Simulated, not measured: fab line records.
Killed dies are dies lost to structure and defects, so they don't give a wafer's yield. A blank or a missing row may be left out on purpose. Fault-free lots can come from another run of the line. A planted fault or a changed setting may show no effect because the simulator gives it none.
What tool caused it? | flow n5_finfet | 9 lots, 26 wafers sampled, at 6 steps of a route of 1938

WHAT THE GAUGES SHOWED, per wafer
N5_HKMG_FIN_CD_MEAS_49: the cd target is 202 nm. Usual: cd_nm reads 201.7 nm (standard deviation 0.61).
lot  | measured     | on        | cd_nm (nm)        | flag
L951 | day 4 05:17  | cd_sem-03 | 202.0 201.6 201.4 |
L952 | day 4 15:33  | cd_sem-01 | 201.6 201.7 202.1 |
L960 | day 6 11:11  | cd_sem-01 | 201.6 201.5 201.3 |
L961 | day 6 14:55  | cd_sem-01 | 201.8 202.3 201.7 |
L963 | day 7 01:28  | cd_sem-03 | 200.5 201.5 199.2 |
L967 | day 8 02:08  | cd_sem-03 | 201.1 199.9       |
L972 | day 9 08:43  | cd_sem-02 | 201.7 201.5 202.2 |
L973 | day 9 17:03  | cd_sem-02 | 201.1 201.5 200.4 |
L974 | day 10 01:28 | cd_sem-01 | 202.3 201.4 201.0 |

N5_HKMG_FIN_INSPECT_61: inspects for defects (macro). Usual: raw_defect_count reads 2.1 (standard deviation 1.3).
lot  | measured     | on                | raw_defect_count | flag
L951 | day 4 05:20  | defect_inspect-02 | 3 2 3            |
L952 | day 4 15:36  | defect_inspect-02 | 4 3 2            |
L960 | day 6 11:14  | defect_inspect-01 | 0 3 1            |
L961 | day 6 14:58  | defect_inspect-01 | 1 0 2            |
L963 | day 7 01:31  | defect_inspect-02 | 2 0 2            |
L967 | day 8 02:11  | defect_inspect-01 | 4 6              |
L972 | day 9 08:46  | defect_inspect-01 | 4 3 1            |
L973 | day 9 17:07  | defect_inspect-02 | 1 1 2            |
L974 | day 10 01:31 | defect_inspect-01 | 1 1 1            |

N5_BEOL_M4_RC_MEAS_101. Usual: DIBL_N 36.1 mV/V, standard deviation 1.6; DIBL_P 36.6 mV/V, standard deviation 1.9; IOFF_N 0.160 nA/um, standard deviation 0.026; IOFF_P 0.210 nA/um, standard deviation 0.028; ION_N 677 uA/um, standard deviation 10; ION_P 464 uA/um, standard deviation 6.9; SS_N 71.4 mV/dec, standard deviation 0.56; SS_P 73.3 mV/dec, standard deviation 0.61; VT_N 249.1 mV, standard deviation 2.6; VT_P -250 mV, standard deviation 3.3.
lot  | measured     | on        | DIBL_N (mV/V)  | DIBL_P (mV/V)  | IOFF_N (nA/um)    | IOFF_P (nA/um)    | ION_N (uA/um) | ION_P (uA/um) | SS_N (mV/dec)  | SS_P (mV/dec)  | VT_N (mV)         | VT_P (mV)      | flag
L951 | day 7 23:26  | prober-01 | 36.5 38.0 36.2 | 35.3 38.2 35.1 | 0.142 0.173 0.145 | 0.179 0.216 0.173 | 670 682 679   | 466 468 460   | 71.4 71.7 71.7 | 73.5 74.4 73.0 | 250.7 249.5 250.8 | -255 -250 -255 |
L952 | day 8 18:49  | prober-01 | 37.3 34.0 35.0 | 38.1 33.5 34.0 | 0.174 0.107 0.120 | 0.238 0.166 0.170 | 687 657 663   | 473 455 458   | 71.9 71.0 70.8 | 73.8 72.6 73.5 | 250.0 256.2 253.8 | -248 -255 -254 |
L960 | day 10 19:41 | prober-01 | 37.0 37.7 36.6 | 36.2 36.5 34.9 | 0.134 0.139 0.134 | 0.190 0.178 0.172 | 681 664 663   | 463 456 460   | 71.4 71.0 70.8 | 73.1 72.9 73.1 | 250.9 251.3 252.4 | -253 -252 -254 |
L961 | day 10 22:44 | prober-02 | 37.1 33.0 33.2 | 38.9 33.9 33.5 | 0.188 0.120 0.129 | 0.238 0.171 0.158 | 682 656 666   | 469 458 454   | 71.4 70.5 70.8 | 73.8 72.0 72.4 | 248.1 250.7 251.3 | -248 -250 -256 |
L963 | day 11 18:49 | prober-02 | 37.9 38.8 35.5 | 37.7 39.6 34.0 | 0.183 0.205 0.139 | 0.200 0.236 0.154 | 669 692 666   | 446 464 448   | 72.2 71.5 70.5 | 74.2 74.3 72.4 | 247.5 244.7 249.5 | -254 -250 -258 |
L967 | day 12 14:04 | prober-02 | 35.7 39.0      | 37.0 40.5      | 0.149 0.220       | 0.207 0.262       | 682 697       | 465 477       | 71.2 71.9      | 73.2 73.4      | 250.4 242.8       | -249 -247      |
L972 | day 13 23:40 | prober-02 | 37.6 35.0 35.9 | 38.1 36.6 36.8 | 0.174 0.144 0.145 | 0.210 0.189 0.185 | 688 675 672   | 464 459 452   | 71.7 71.2 71.4 | 73.8 72.9 73.8 | 248.4 250.1 251.0 | -252 -255 -253 |
L973 | day 13 07:43 | prober-02 | 35.4 34.4 36.7 | 33.3 33.6 35.4 | 0.125 0.127 0.148 | 0.197 0.199 0.233 | 661 671 662   | 459 469 463   | 71.2 70.7 71.7 | 73.2 73.0 73.4 | 252.5 251.0 249.6 | -250 -249 -249 |
L974 | day 14 16:33 | prober-02 | 35.3 34.2 36.9 | 35.8 35.1 38.2 | 0.152 0.135 0.194 | 0.208 0.202 0.246 | 679 671 687   | 467 462 473   | 72.3 71.0 71.9 | 73.2 72.5 73.0 | 248.8 247.0 243.7 | -248 -249 -244 |

TOOL THAT RAN EACH LOT (tool first, then ch and the chambers of the sampled wafers, then the start)
lot  | N5_HKMG_FIN_PEB_47                | N5_HKMG_FIN_ETCH_54                | N5_HKMG_FIN_STRIP_93
L951 | litho_track-05 ch 0, day 4 05:13  | rie_diel-02 ch 0,1, day 4 05:48    | rie_diel-02 ch 0,1, day 4 06:30
L952 | litho_track-03 ch 0, day 4 15:29  | rie_diel-06 ch 0,1, day 4 15:40    | rie_diel-06 ch 0,1, day 4 16:22
L960 | litho_track-03 ch 0, day 6 11:07  | rie_diel-02 ch 0,3, day 6 11:18    | rie_diel-02 ch 0,3, day 6 12:00
L961 | litho_track-03 ch 0, day 6 14:51  | rie_diel-01 ch 1,2,3, day 6 15:54  | rie_diel-01 ch 1,2,3, day 6 16:35
L963 | litho_track-03 ch 0, day 7 01:23  | rie_diel-01 ch 0,1,3, day 7 01:38  | rie_diel-01 ch 0,1,3, day 7 02:20
L967 | litho_track-03 ch 0, day 8 02:04  | rie_diel-06 ch 0,2, day 8 02:16    | rie_diel-06 ch 0,2, day 8 02:57
L972 | litho_track-05 ch 0, day 9 08:39  | rie_diel-06 ch 0,1,3, day 9 08:50  | rie_diel-06 ch 0,1,3, day 9 09:32
L973 | litho_track-04 ch 0, day 9 16:59  | rie_diel-01 ch 0,2,3, day 9 17:11  | rie_diel-01 ch 0,2,3, day 9 17:52
L974 | litho_track-05 ch 0, day 10 01:23 | rie_diel-02 ch 0,1,3, day 10 01:35 | rie_diel-02 ch 0,1,3, day 10 02:16
- N5_HKMG_FIN_PEB_47: peb time 60 s.
- N5_HKMG_FIN_ETCH_54: etches SiARC in CF4, target depth 45.5 nm, time 75.8 s.
- N5_HKMG_FIN_STRIP_93: strips SOC in N2/H2, time 20 s.

AS READ BY THE TOOLS THEMSELVES (means over the sampled wafers that have a number; for cases with no such wafer, the mark the record gives instead)
N5_HKMG_FIN_ETCH_54. Usual: cf4_flow_sccm 100.03 sccm, standard deviation 0.27; drypump_motor_current_A 5.4 A, standard deviation 0.33; etch_rf_on_time_s 74.9 s, standard deviation 1.7; mfc_ar_sccm 100.0 sccm, standard deviation 0.3; oes_product_au 0.65 a.u., standard deviation 0.064; rf_vpp_V 184.6 V, standard deviation 0.89; showerhead_plenum_p_Torr 2.19 Torr, standard deviation 0.052; throttle_valve_pct 15.64 %, standard deviation 0.13.
lot  | tool        | cf4_flow_sccm (sccm) | drypump_motor_current_A (A) | etch_rf_on_time_s (s) | mfc_ar_sccm (sccm) | oes_product_au (a.u.) | rf_vpp_V (V) | showerhead_plenum_p_Torr (Torr) | throttle_valve_pct (%) | flag
L951 | rie_diel-02 | 100.30               | 5.4                         | 76.8                  | 100.4              | 0.60                  | 184.2        | 2.10                            | 15.92                  |
L952 | rie_diel-06 | 99.87                | 5.5                         | 75.0                  | 100.2              | 0.65                  | 184.9        | 2.23                            | 15.61                  |
L960 | rie_diel-02 | 100.07               | 5.6                         | 75.0                  | 100.3              | 0.71                  | 184.8        | 2.19                            | 15.63                  |
L961 | rie_diel-01 | 99.85                | 5.4                         | 74.4                  | 99.7               | 0.66                  | 184.4        | 2.14                            | 15.58                  |
L963 | rie_diel-01 | 100.14               | 5.6                         | 74.7                  | 99.8               | 0.64                  | 184.3        | 2.17                            | 15.55                  |
L967 | rie_diel-06 | 99.98                | 5.1                         | 75.5                  | 100.3              | 0.64                  | 185.2        | 2.23                            | 15.61                  |
L972 | rie_diel-06 | 100.17               | 5.5                         | 73.2                  | 100.1              | 0.69                  | 184.5        | 2.18                            | 15.67                  |
L973 | rie_diel-01 | 99.77                | 5.2                         | 76.0                  | 99.6               | 0.61                  | 184.4        | 2.15                            | 15.65                  |
L974 | rie_diel-02 | 99.88                | 5.6                         | 76.8                  | 100.1              | 0.66                  | 184.5        | 2.21                            | 15.74                  |

N5_HKMG_FIN_STRIP_93. Usual: drypump_motor_current_A 5.4 A, standard deviation 0.34; n2_flow_sccm 300.0 sccm, standard deviation 0.84; oes_product_au 0.76 a.u., standard deviation 0.076; rf_vpp_V 54.4 V, standard deviation 0.87; showerhead_plenum_p_Torr 3.43 Torr, standard deviation 0.081; throttle_valve_pct 19.1 %, standard deviation 0.4.
lot  | tool        | drypump_motor_current_A (A) | n2_flow_sccm (sccm) | oes_product_au (a.u.) | rf_vpp_V (V) | showerhead_plenum_p_Torr (Torr) | throttle_valve_pct (%) | flag
L951 | rie_diel-02 | 5.4                         | 299.9               | 0.71                  | 53.7         | 3.29                            | 19.6                   |
L952 | rie_diel-06 | 5.5                         | 298.7               | 0.76                  | 54.5         | 3.48                            | 19.0                   |
L960 | rie_diel-02 | 5.7                         | 299.4               | 0.84                  | 53.9         | 3.44                            | 19.0                   |
L961 | rie_diel-01 | 5.4                         | 299.9               | 0.77                  | 54.9         | 3.36                            | 19.0                   |
L963 | rie_diel-01 | 5.6                         | 300.3               | 0.75                  | 54.7         | 3.39                            | 19.2                   |
L967 | rie_diel-06 | 5.1                         | 301.1               | 0.76                  | 54.5         | 3.49                            | 19.6                   |
L972 | rie_diel-06 | 5.5                         | 300.2               | 0.81                  | 54.5         | 3.41                            | 19.2                   |
L973 | rie_diel-01 | 5.2                         | 300.8               | 0.70                  | 54.6         | 3.37                            | 19.0                   |
L974 | rie_diel-02 | 5.6                         | 299.7               | 0.76                  | 53.9         | 3.46                            | 19.3                   |

THE ANSWER, worked out from the rows above alone
Rule: lot off if the mean of its wafers having a number is beyond 3 standard deviations from the usual mean. A lot without any number at a reading at which 4 lots or more have one is off too. Any other lot the step has rows for is counted as sound. The gauges are gone through in route order, then the tools' own readings, and for those a lot's mean is taken as printed above. At the first step where some lot is off, the reading lying furthest off is the one used; lots without a number count as furthest.
Nothing can be told from this: no lot is off at any reading shown.

WHAT HAD BEEN PUT IN BY THE SIMULATOR
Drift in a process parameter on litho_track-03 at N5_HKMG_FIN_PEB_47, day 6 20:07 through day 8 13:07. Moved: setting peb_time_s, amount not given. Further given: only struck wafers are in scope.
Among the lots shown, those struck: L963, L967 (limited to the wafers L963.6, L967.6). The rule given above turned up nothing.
